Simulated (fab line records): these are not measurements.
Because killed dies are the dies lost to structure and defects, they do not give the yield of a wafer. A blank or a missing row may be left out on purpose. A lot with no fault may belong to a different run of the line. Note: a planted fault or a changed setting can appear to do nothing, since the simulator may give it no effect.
Which tool did it?	flow nand harc	24 lots, 72 wafers sampled, at 6 steps of a route of 1302

## WHAT THE GAUGES READ, wafer by wafer
The record holds no reading of a measuring or inspecting step that can be judged against a usual standard deviation.

## TOOL THAT RAN EACH LOT (tool first, then ch and the chambers of the sampled wafers, then the start)
lot	NHARC_A_M0_ETCH_34	NHARC_A_M0_STRIP_18	NHARC_A_M1_DEGAS_29	NHARC_A_M1_PRE_CLEAN_30	NHARC_A_M1_ANNEAL_31	NHARC_A_BONDPAD_PRE_CLEAN_26
L074	rie diel-07 ch 0,1, day 22 22:49	rie diel-04 ch 0,2,3, day 22 23:09	pvd sputter-02, day 23 03:46	pvd sputter-02, day 23 04:30 or earlier	rtp anneal-01 ch 0, day 23 04:30	pvd sputter-01, no start
L075	rie diel-07 ch 1,2, day 23 11:23	rie diel-13 ch 0,1, day 23 11:40	pvd sputter-02, day 23 16:22	pvd sputter-02, day 23 17:07 or earlier	rtp anneal-02 ch 0, day 23 17:07	pvd sputter-01, no start
L076	rie diel-07 ch 1,2,3, day 23 14:02	rie diel-13 ch 1,3, day 23 14:20	pvd sputter-02, day 23 19:05	pvd sputter-02, day 23 19:52 or earlier	rtp anneal-01 ch 0, day 23 19:52	pvd sputter-02, no start
L077	rie diel-13 ch 0,1,3, day 23 17:20	rie diel-04 ch 1,2, day 23 17:37	pvd sputter-01, day 23 22:19	pvd sputter-01, day 23 23:04 or earlier	rtp anneal-01 ch 0, day 23 23:04	pvd sputter-03, no start
L078	rie diel-07 ch 0,3, day 24 03:32	rie diel-04 ch 1,2, day 24 03:49	pvd sputter-01, day 24 08:49	pvd sputter-01, day 24 09:34 or earlier	rtp anneal-01 ch 0, day 24 09:34	pvd sputter-03, no start
L080	rie diel-13 ch 0,3, day 24 22:45	rie diel-13 ch 0,2, day 24 23:03	pvd sputter-02, day 25 03:46	pvd sputter-02, day 25 04:32 or earlier	rtp anneal-02 ch 0, day 25 04:32	pvd sputter-03, no start
L079	rie diel-04 ch 1,3, day 24 23:05	rie diel-04 ch 1,2,3, day 24 23:24	pvd sputter-03, day 25 04:10	pvd sputter-03, day 25 04:53 or earlier	rtp anneal-01 ch 0, day 25 04:53	pvd sputter-03, no start
L081	rie diel-13 ch 0,2,3, day 25 14:43	rie diel-04 ch 0,2,3, day 25 15:04	pvd sputter-01, day 25 19:37	pvd sputter-01, day 25 20:26 or earlier	rtp anneal-01 ch 0, day 25 20:26	pvd sputter-02, no start
L082	rie diel-13 ch 0,2,3, day 26 17:43	rie diel-04 ch 1,2, day 26 18:00	pvd sputter-02, day 26 22:43	pvd sputter-02, day 26 23:29 or earlier	rtp anneal-01 ch 0, day 26 23:29	pvd sputter-03, no start
L085	rie diel-13 ch 0,2, day 27 17:08	rie diel-07 ch 0,2, day 27 17:26	pvd sputter-01, day 27 22:07	pvd sputter-01, day 27 22:56 or earlier	rtp anneal-02 ch 0, day 27 22:56	pvd sputter-01, no start
L083	rie diel-07 ch 1,2,3, day 27 18:37	rie diel-13 ch 0,1,3, day 27 18:55	pvd sputter-03, day 27 23:41	pvd sputter-03, day 28 00:25 or earlier	rtp anneal-02 ch 0, day 28 00:25	pvd sputter-03, no start
L086	rie diel-04 ch 0,3, day 27 21:40	rie diel-13 ch 2,3, day 27 22:01	pvd sputter-03, day 28 02:37	pvd sputter-03, day 28 03:21 or earlier	rtp anneal-01 ch 0, day 28 03:21	pvd sputter-03, no start
L087	rie diel-13 ch 0,1,3, day 28 00:07	rie diel-13 ch 1,2,3, day 28 00:25	pvd sputter-03, day 28 05:08	pvd sputter-03, day 28 05:52 or earlier	rtp anneal-01 ch 0, day 28 05:52	pvd sputter-03, no start
L084	rie diel-04 ch 0,3, day 28 00:28	rie diel-13 ch 0,1,2, day 28 00:47	pvd sputter-01, day 28 05:30	pvd sputter-01, day 28 06:17 or earlier	rtp anneal-02 ch 0, day 28 06:17	pvd sputter-02, no start
L088	rie diel-13 ch 1,2, day 28 21:52	rie diel-13 ch 0,1,3, day 28 22:11	pvd sputter-02, day 29 02:49	pvd sputter-02, day 29 03:37 or earlier	rtp anneal-01 ch 0, day 29 03:37	pvd sputter-01, no start
L091	rie diel-13 ch 2,3, day 29 14:08	rie diel-04 ch 0,2,3, day 29 14:29	pvd sputter-03, day 29 19:07	pvd sputter-03, day 29 19:52 or earlier	rtp anneal-01 ch 0, day 29 19:52	pvd sputter-01, no start
L090	rie diel-07 ch 2,3, day 29 22:36	rie diel-13 ch 1,2,3, day 29 22:57	pvd sputter-02, day 30 03:47	pvd sputter-02, day 30 04:35 or earlier	rtp anneal-02 ch 0, day 30 04:35	pvd sputter-03, no start
L089	rie diel-07 ch 1,2, day 30 03:20	rie diel-04 ch 0,3, day 30 03:38	pvd sputter-01, day 30 08:28	pvd sputter-01, day 30 09:14 or earlier	rtp anneal-02 ch 0, day 30 09:14	pvd sputter-01, no start
L092	rie diel-04 ch 0,1,2, day 30 04:56	rie diel-07 ch 0,3, day 30 05:53	pvd sputter-01, day 30 10:42	pvd sputter-01, day 30 11:25 or earlier	rtp anneal-01 ch 0, day 30 11:25	pvd sputter-02, no start
L093	rie diel-07 ch 0,2,3, day 30 18:41	rie diel-13 ch 0,1,3, day 30 19:01	pvd sputter-02, day 30 23:38	pvd sputter-02, day 31 00:22 or earlier	rtp anneal-01 ch 0, day 31 00:22	pvd sputter-01, no start
L094	rie diel-07 ch 0,3, day 30 21:26	rie diel-13 ch 0,1,3, day 30 21:47	pvd sputter-02, day 31 02:29	pvd sputter-02, day 31 03:16 or earlier	rtp anneal-01 ch 0, day 31 03:16	pvd sputter-02, no start
L095	rie diel-04 ch 0,1,3, day 31 18:50	rie diel-07 ch 0,2,3, day 31 19:08	pvd sputter-01, day 32 00:11	pvd sputter-01, day 32 01:01 or earlier	rtp anneal-01 ch 0, day 32 01:01	pvd sputter-03, no start
L096	rie diel-04 ch 0,1,3, day 31 20:12	rie diel-07 ch 1,2, day 31 20:29	pvd sputter-03, day 32 01:20	pvd sputter-03, day 32 02:04 or earlier	rtp anneal-01 ch 0, day 32 02:04	pvd sputter-03, no start
L097	rie diel-04 ch 1,3, day 32 05:53	rie diel-13 ch 2,3, day 32 06:10	pvd sputter-02, day 32 11:10	pvd sputter-02, day 32 11:53 or earlier	rtp anneal-01 ch 0, day 32 11:53	pvd sputter-03, no start
- NHARC_A_M0_ETCH_34: etches the open film in N2/H2, target depth 40 nm, overetch 12 nm, time 43.94 s.
- NHARC_A_M0_STRIP_18: strips in N2/H2.
- NHARC_A_M1_DEGAS_29: time 60 s.
- NHARC_A_M1_PRE_CLEAN_30: time 30 s.
- NHARC_A_M1_ANNEAL_31: time 90 s.
- NHARC_A_BONDPAD_PRE_CLEAN_26: time 30 s.

## AS READ BY THE TOOLS THEMSELVES (means over the sampled wafers that have a number; for cases with no such wafer, the mark the record gives instead)
NHARC_A_M0_ETCH_34. Usual: drypump motor current A 5.79 A, standard deviation 0.29; oes product au 0.998 a.u., standard deviation 0.011; rf vpp V 430.7 V, standard deviation 2.6; showerhead plenum p Torr 2.05 Torr, standard deviation 0.09; throttle valve pct 14.172 %, standard deviation 0.0088.
lot	tool	drypump motor current A (A)	oes product au (a.u.)	rf vpp V (V)	showerhead plenum p Torr (Torr)	throttle valve pct (%)	flag
L074	rie diel-07	5.55	0.989	428.4	1.96	14.174	
L075	rie diel-07	5.56	0.990	431.9	2.08	14.170	
L076	rie diel-07	5.61	0.992	428.7	2.02	14.167	
L077	rie diel-13	5.95	0.994	430.4	2.03	14.171	
L078	rie diel-07	5.74	1.000	426.9	1.90	14.170	
L080	rie diel-13	6.01	0.994	431.2	2.07	14.171	
L079	rie diel-04	5.63	1.000	431.8	2.08	14.169	
L081	rie diel-13	6.01	0.995	432.2	2.10	14.167	
L082	rie diel-13	6.00	1.009	432.7	2.10	14.176	
L085	rie diel-13	6.18	1.014	432.8	2.13	14.178	
L083	rie diel-07	5.62	0.996	429.5	2.02	14.167	
L086	rie diel-04	6.02	1.003	432.5	2.11	14.179	
L087	rie diel-13	5.94	0.994	430.6	2.03	14.168	
L084	rie diel-04	5.88	1.006	431.2	2.07	14.176	
L088	rie diel-13	6.07	1.008	430.9	2.03	14.172	
L091	rie diel-13	6.02	1.001	433.0	2.13	14.176	
L090	rie diel-07	5.79	0.988	428.4	1.96	14.174	
L089	rie diel-07	5.56	0.987	431.3	2.08	14.171	
L092	rie diel-04	5.68	1.001	432.8	2.12	14.168	
L093	rie diel-07	5.74	0.982	428.3	1.96	14.170	
L094	rie diel-07	5.73	0.995	425.6	1.90	14.167	
L095	rie diel-04	5.83	0.999	432.0	2.10	14.177	
L096	rie diel-04	5.84	1.001	432.0	2.10	14.169	
L097	rie diel-04	5.64	0.996	431.5	2.08	14.167	

NHARC_A_M0_STRIP_18. Usual: drypump motor current A 5.84 A, standard deviation 0.3; oes product au 0.999 a.u., standard deviation 0.011; power w 999.7 W, standard deviation 2.9; rf vpp V 90.9 V, standard deviation 0.94; showerhead plenum p Torr 2.06 Torr, standard deviation 0.079; throttle valve pct 14.173 %, standard deviation 0.0086.
lot	tool	drypump motor current A (A)	oes product au (a.u.)	power w (W)	rf vpp V (V)	showerhead plenum p Torr (Torr)	throttle valve pct (%)	flag
L074	rie diel-04	5.77	1.008	1000.8	90.8	2.09	14.177	
L075	rie diel-13	6.14	0.994	999.9	90.9	2.03	14.178	
L076	rie diel-13	5.89	0.993	996.6	90.0	1.99	14.179	
L077	rie diel-04	5.48	0.996	1002.4	91.1	2.10	14.163	
L078	rie diel-04	5.47	1.005	995.7	90.5	2.10	14.165	
L080	rie diel-13	6.22	0.998	1000.7	91.3	2.14	14.168	
L079	rie diel-04	5.56	1.006	998.3	90.6	2.07	14.176	
L081	rie diel-04	5.75	1.012	998.2	91.0	2.09	14.175	
L082	rie diel-04	5.41	1.007	999.0	90.8	2.10	14.171	
L085	rie diel-07	5.68	0.982	1000.2	90.6	2.03	14.190	
L083	rie diel-13	5.94	0.999	995.9	90.3	2.03	14.172	
L086	rie diel-13	6.01	1.005	1001.0	92.0	2.13	14.171	
L087	rie diel-13	5.94	1.002	1001.6	89.7	2.06	14.172	
L084	rie diel-13	6.15	1.010	997.5	90.3	2.06	14.170	
L088	rie diel-13	5.97	1.008	997.3	90.3	2.03	14.181	
L091	rie diel-04	5.77	1.003	999.6	91.2	2.09	14.177	
L090	rie diel-13	5.96	1.006	1000.7	90.9	2.06	14.178	
L089	rie diel-04	5.91	1.000	1003.3	91.5	2.07	14.174	
L092	rie diel-07	5.74	1.004	1002.0	90.0	1.90	14.170	
L093	rie diel-13	5.94	0.999	1000.7	90.7	2.03	14.178	
L094	rie diel-13	5.96	0.987	997.3	91.0	2.03	14.169	
L095	rie diel-07	5.73	0.981	998.2	89.8	1.96	14.172	
L096	rie diel-07	5.44	0.989	1000.3	91.7	2.07	14.171	
L097	rie diel-13	5.98	1.001	1001.3	91.3	2.13	14.165	

NHARC_A_M1_DEGAS_29. Usual: heater power w 352 W, standard deviation 33.
lot	tool	heater power w (W)	flag
L074	pvd sputter-02	376	
L075	pvd sputter-02	379	
L076	pvd sputter-02	357	
L077	pvd sputter-01	342	
L078	pvd sputter-01	350	
L080	pvd sputter-02	377	
L079	pvd sputter-03	325	
L081	pvd sputter-01	325	
L082	pvd sputter-02	359	
L085	pvd sputter-01	360	
L083	pvd sputter-03	319	
L086	pvd sputter-03	325	
L087	pvd sputter-03	320	
L084	pvd sputter-01	338	
L088	pvd sputter-02	338	
L091	pvd sputter-03	304	
L090	pvd sputter-02	360	
L089	pvd sputter-01	334	
L092	pvd sputter-01	373	
L093	pvd sputter-02	357	
L094	pvd sputter-02	362	
L095	pvd sputter-01	343	
L096	pvd sputter-03	295	
L097	pvd sputter-02	394	

NHARC_A_M1_PRE_CLEAN_30. Usual: heater power w 433 W, standard deviation 41.
lot	tool	heater power w (W)	flag
L074	pvd sputter-02	439	
L075	pvd sputter-02	446	
L076	pvd sputter-02	429	
L077	pvd sputter-01	416	
L078	pvd sputter-01	400	
L080	pvd sputter-02	462	
L079	pvd sputter-03	425	
L081	pvd sputter-01	444	
L082	pvd sputter-02	434	
L085	pvd sputter-01	427	
L083	pvd sputter-03	387	
L086	pvd sputter-03	393	
L087	pvd sputter-03	431	
L084	pvd sputter-01	447	
L088	pvd sputter-02	433	
L091	pvd sputter-03	410	
L090	pvd sputter-02	425	
L089	pvd sputter-01	456	
L092	pvd sputter-01	408	
L093	pvd sputter-02	458	
L094	pvd sputter-02	434	
L095	pvd sputter-01	415	
L096	pvd sputter-03	404	
L097	pvd sputter-02	455	

NHARC_A_M1_ANNEAL_31. Usual: anneal temp c 224.95 C, standard deviation 0.19; anneal temp c max 226.1, standard deviation 0.37; wafer_temp_C_max 226.1, standard deviation 0.4.
lot	tool	anneal temp c (C)	anneal temp c max	wafer_temp_C_max	flag
L074	rtp anneal-01	224.75	225.7	226.0	
L075	rtp anneal-02	224.93	226.2	226.7	
L076	rtp anneal-01	225.11	226.1	226.0	
L077	rtp anneal-01	224.88	226.0	226.1	
L078	rtp anneal-01	225.08	226.2	225.7	
L080	rtp anneal-02	224.98	226.5	226.6	
L079	rtp anneal-01	224.91	226.0	226.1	
L081	rtp anneal-01	224.86	225.9	225.6	
L082	rtp anneal-01	224.74	225.7	225.7	
L085	rtp anneal-02	225.09	226.7	226.6	
L083	rtp anneal-02	225.02	226.5	226.9	
L086	rtp anneal-01	224.96	226.0	225.9	
L087	rtp anneal-01	225.01	226.1	225.9	
L084	rtp anneal-02	225.00	226.3	226.6	
L088	rtp anneal-01	224.85	225.8	225.8	
L091	rtp anneal-01	225.15	226.1	225.9	
L090	rtp anneal-02	224.86	226.3	226.3	
L089	rtp anneal-02	224.91	226.3	226.4	
L092	rtp anneal-01	224.87	225.8	225.8	
L093	rtp anneal-01	224.69	225.8	225.7	
L094	rtp anneal-01	225.14	226.0	225.9	
L095	rtp anneal-01	225.31	226.1	226.1	
L096	rtp anneal-01	224.80	225.7	225.8	
L097	rtp anneal-01	224.93	226.0	225.7	

NHARC_A_BONDPAD_PRE_CLEAN_26. Usual: heater power w 416 W, standard deviation 43.
lot	tool	heater power w (W)	flag
L074	pvd sputter-01	410	
L075	pvd sputter-01	440	
L076	pvd sputter-02	434	
L077	pvd sputter-03	413	
L078	pvd sputter-03	397	
L080	pvd sputter-03	410	
L079	pvd sputter-03	396	
L081	pvd sputter-02	438	
L082	pvd sputter-03	416	
L085	pvd sputter-01	449	
L083	pvd sputter-03	413	
L086	pvd sputter-03	387	
L087	pvd sputter-03	399	
L084	pvd sputter-02	454	
L088	pvd sputter-01	430	
L091	pvd sputter-01	421	
L090	pvd sputter-03	404	
L089	pvd sputter-01	455	
L092	pvd sputter-02	443	
L093	pvd sputter-01	452	
L094	pvd sputter-02	441	
L095	pvd sputter-03	375	
L096	pvd sputter-03	395	
L097	pvd sputter-03	400	

## THE ANSWER, worked out from the rows above alone
Rule: a lot is off if the mean of its wafers that have a number lies more than 3 standard deviations from the usual mean. Also off: a lot with no number at a reading for which 4 or more lots have one. The other lots that the step has rows for count as sound. Order of review: gauges by route order, followed by the tools' own readings, for which a lot's mean as printed above is used. The first step at which some lot is off is used, and at that step the reading that is off furthest; a lot without a number counts as furthest.
No lot is off at any reading shown: from this, nothing can be told.

## WHAT THE SIMULATOR PUT IN
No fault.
